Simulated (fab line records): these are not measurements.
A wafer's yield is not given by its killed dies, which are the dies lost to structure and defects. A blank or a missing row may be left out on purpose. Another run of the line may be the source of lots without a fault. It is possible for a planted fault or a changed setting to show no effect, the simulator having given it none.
Chamber matching | flow nand-harc | NHARC_A_SGD_CUT_CMP_21 on cmp-04 has 4 sister chambers
The step polishes, target thk 148.19 nm. 18 wafers are shown with their chamber, then 9 later ones without.

## WAFERS PAIRED WITH THEIR CHAMBERS
wafer  | chamber | motor-current-A (A) | time-to-endpoint-s (s)
L076.1 | 2       | 10.9                | 54.0
L076.3 | 3       | 12.0                | 49.0
L076.4 | 1       | 10.7                | 49.1
L081.1 | 2       | 10.6                | 48.3
L081.2 | 0       | 12.8                | 49.8
L081.4 | 3       | 12.7                | 51.3
L083.2 | 0       | 12.3                | 49.8
L083.5 | 2       | 10.3                | 52.0
L083.6 | 3       | 12.1                | 47.6
L086.4 | 2       | 10.9                | 52.3
L086.5 | 0       | 11.8                | 46.9
L086.6 | 3       | 12.1                | 50.0
L089.3 | 1       | 11.8                | 46.4
L089.5 | 0       | 12.5                | 46.7
L089.6 | 1       | 11.6                | 47.0
L091.1 | 0       | 12.7                | 48.5
L091.3 | 2       | 10.5                | 50.8
L091.6 | 1       | 11.5                | 46.8

SIGNATURES (means of the wafers above)
reading            | chamber 0 | chamber 1 | chamber 2 | chamber 3 | scatter within a chamber
motor-current-A    | 12.420    | 11.400    | 10.640    | 12.225    | 0.369
time-to-endpoint-s | 48.340    | 47.325    | 51.480    | 49.475    | 1.66
Rule: for a wafer and a chamber, the distance is found by dividing, reading by reading, the gap between the wafer's reading and the chamber's mean by the reading's scatter, squaring, summing and taking the root. The wafer belongs to the nearest chamber; if the next one is less than 2 further off, it can't be placed. How the scatter is found: for the shown wafers, subtract from each reading the mean of its chamber, square and add these, divide the total by (wafers less chambers), then take the root.

## WAFERS WITH NO CHAMBER GIVEN
wafer  | motor-current-A (A) | time-to-endpoint-s (s)
L092.3 | 11.4                | 45.8
L092.4 | 12.0                | 47.2
L092.6 | 11.3                | 48.7
L095.1 | 10.7                | 50.7
L095.4 | 12.1                | 49.6
L095.5 | 12.3                | 51.3
L096.2 | 11.4                | 45.3
L096.3 | 12.1                | 47.6
L096.5 | 11.9                | 43.5

## EACH ONE'S CHAMBER
wafer  | from the rows above          | in truth
L092.3 | 1                            | 1
L092.4 | can't be placed: 0 or 3 or 1 | 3
L092.6 | can't be placed: 1 or 2 or 3 | 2
L095.1 | 2                            | 2
L095.4 | can't be placed: 3 or 0 or 1 | 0
L095.5 | can't be placed: 3 or 0      | 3
L096.2 | 1                            | 1
L096.3 | can't be placed: 0 or 3 or 1 | 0
L096.5 | can't be placed: 1 or 0 or 3 | 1
3 of 9 placed correctly. Unplaceable from these rows: 6, with the true chamber sitting among the candidates in 6. 0 placed wrongly.
